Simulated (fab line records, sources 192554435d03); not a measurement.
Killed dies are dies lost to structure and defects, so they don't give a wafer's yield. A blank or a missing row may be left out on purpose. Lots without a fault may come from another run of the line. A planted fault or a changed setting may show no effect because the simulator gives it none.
Which tool did it? | flow n5_finfet | 9 lots, 27 wafers sampled, at 3 steps of a route of 1938

WHAT THE GAUGES READ, wafer by wafer
N5_BEOL_M6_INSPECT_30: inspects for defects (brightfield).
lot  | measured     | on                | raw_defect_count
L129 | day 8 19:51  | defect_inspect-02 | 451 384 295
L131 | day 9 08:19  | defect_inspect-02 | 308 358 274
L132 | day 9 15:34  | defect_inspect-01 | 312 367 437
L138 | day 10 20:57 | defect_inspect-02 | 699 767 320
L147 | day 13 13:46 | defect_inspect-02 | 356 393 381
L148 | day 13 13:35 | defect_inspect-02 | 521 458 415
L150 | day 14 09:54 | defect_inspect-02 | 671 546 323
L149 | day 14 19:06 | defect_inspect-01 | 354 325 349
L151 | day 14 23:35 | defect_inspect-02 | 434 522 486

WHICH TOOL RAN EACH LOT (tool, then ch and the chambers of the sampled wafers, then the start)
lot  | N5_BEOL_M6_ETCH_62                 | N5_BEOL_M6_HM_OPEN_17
L129 | rie_diel-04 ch 0,1,3, day 8 18:44  | rie_metal-01 ch 0,1, day 8 18:56
L131 | rie_diel-03 ch 0,2,3, day 9 07:14  | rie_metal-02 ch 0,1, day 9 07:28
L132 | rie_diel-06 ch 0,1,3, day 9 14:35  | rie_metal-03 ch 0,1, day 9 14:48
L138 | rie_diel-03 ch 1,2,3, day 10 20:03 | rie_metal-03 ch 0,1, day 10 20:14
L147 | rie_diel-06 ch 1,2,3, day 13 11:59 | rie_metal-01 ch 0,1, day 13 12:12
L148 | rie_diel-04 ch 1,2, day 13 12:25   | rie_metal-03 ch 0,1, day 13 12:36
L150 | rie_diel-06 ch 0,2, day 14 04:58   | rie_metal-02 ch 0,1, day 14 05:09
L149 | rie_diel-06 ch 0,1,2, day 14 13:44 | rie_metal-02 ch 0,1, day 14 13:55
L151 | rie_diel-04 ch 0,1, day 14 22:36   | rie_metal-03 ch 0, day 14 22:47
- N5_BEOL_M6_ETCH_62: etches SOC in N2/H2, target depth 110 nm, overetch 22 nm, time 165 s.
- N5_BEOL_M6_HM_OPEN_17: chemistry Cl2/BCl3, target TiN, target depth 20 nm, overetch 6 nm.

WHAT THE TOOLS THEMSELVES READ (means of the sampled wafers that have a number; where no wafer has one, the mark that the record gives instead)
N5_BEOL_M6_ETCH_62.
lot  | tool        | chamber_pressure_mTorr (mTorr) | drypump_motor_current_A (A) | oes_product_au (a.u.) | rf_vpp_V (V) | showerhead_plenum_p_Torr (Torr) | throttle_valve_pct (%)
L129 | rie_diel-04 | 30.004                         | 5.6                         | 0.75                  | 526.4        | 2.63                            | 17.7
L131 | rie_diel-03 | 30.020                         | 5.4                         | 0.77                  | 525.2        | 2.60                            | 17.8
L132 | rie_diel-06 | 30.009                         | 5.8                         | 0.61                  | 523.8        | 2.53                            | 18.0
L138 | rie_diel-03 | 29.989                         | 5.7                         | 0.77                  | 525.6        | 2.60                            | 17.7
L147 | rie_diel-06 | 30.002                         | 5.6                         | 0.61                  | 522.1        | 2.50                            | 18.2
L148 | rie_diel-04 | 30.003                         | 5.7                         | 0.72                  | 524.9        | 2.58                            | 17.6
L150 | rie_diel-06 | 30.011                         | 5.2                         | 0.63                  | 521.1        | 2.46                            | 18.0
L149 | rie_diel-06 | 30.000                         | 5.3                         | 0.62                  | 521.1        | 2.46                            | 18.0
L151 | rie_diel-04 | 30.033                         | 5.6                         | 0.70                  | 524.9        | 2.61                            | 17.9

N5_BEOL_M6_HM_OPEN_17.
lot  | tool         | chamber_pressure_mTorr (mTorr) | drypump_motor_current_A (A) | oes_product_au (a.u.) | throttle_valve_pct (%)
L129 | rie_metal-01 | 10.007                         | 5.6                         | 0.64                  | 21.89
L131 | rie_metal-02 | 10.001                         | 5.2                         | 0.70                  | 21.99
L132 | rie_metal-03 | 9.999                          | 5.7                         | 0.63                  | 22.08
L138 | rie_metal-03 | 9.997                          | 5.9                         | 0.79                  | 22.01
L147 | rie_metal-01 | 10.003                         | 5.6                         | 0.61                  | 21.94
L148 | rie_metal-03 | 9.999                          | 5.7                         | 0.75                  | 21.83
L150 | rie_metal-02 | 10.005                         | 5.6                         | 0.70                  | 22.00
L149 | rie_metal-02 | 9.995                          | 5.2                         | 0.68                  | 21.98
L151 | rie_metal-03 | 9.996                          | 5.5                         | 0.74                  | 21.63

THE ANSWER, worked out from the rows above alone
Rule: what is usual is taken from the lots themselves. Put in order of their means at a reading, lots are off if they are a third of the lots or fewer, leave a main group of 4 or more, and stand apart from it by a gap of 3 or more times the standard deviation of the main group's means; of several such gaps the widest counts. A main group whose means are all the same, to the digits that the tables above print for the reading, isn't used. A lot without any number at a reading at which 4 lots or more have one is off too. The other lots that the step has rows for count as sound. The gauges are gone through in route order, then the tools' own readings, and for those a lot's mean is taken as printed above. The first step at which some lot is off is used, and at that step the reading that is off furthest; a lot without a number counts as furthest.
No lot is off at any reading shown: from this, nothing can be told.

WHAT THE SIMULATOR HAD PUT IN
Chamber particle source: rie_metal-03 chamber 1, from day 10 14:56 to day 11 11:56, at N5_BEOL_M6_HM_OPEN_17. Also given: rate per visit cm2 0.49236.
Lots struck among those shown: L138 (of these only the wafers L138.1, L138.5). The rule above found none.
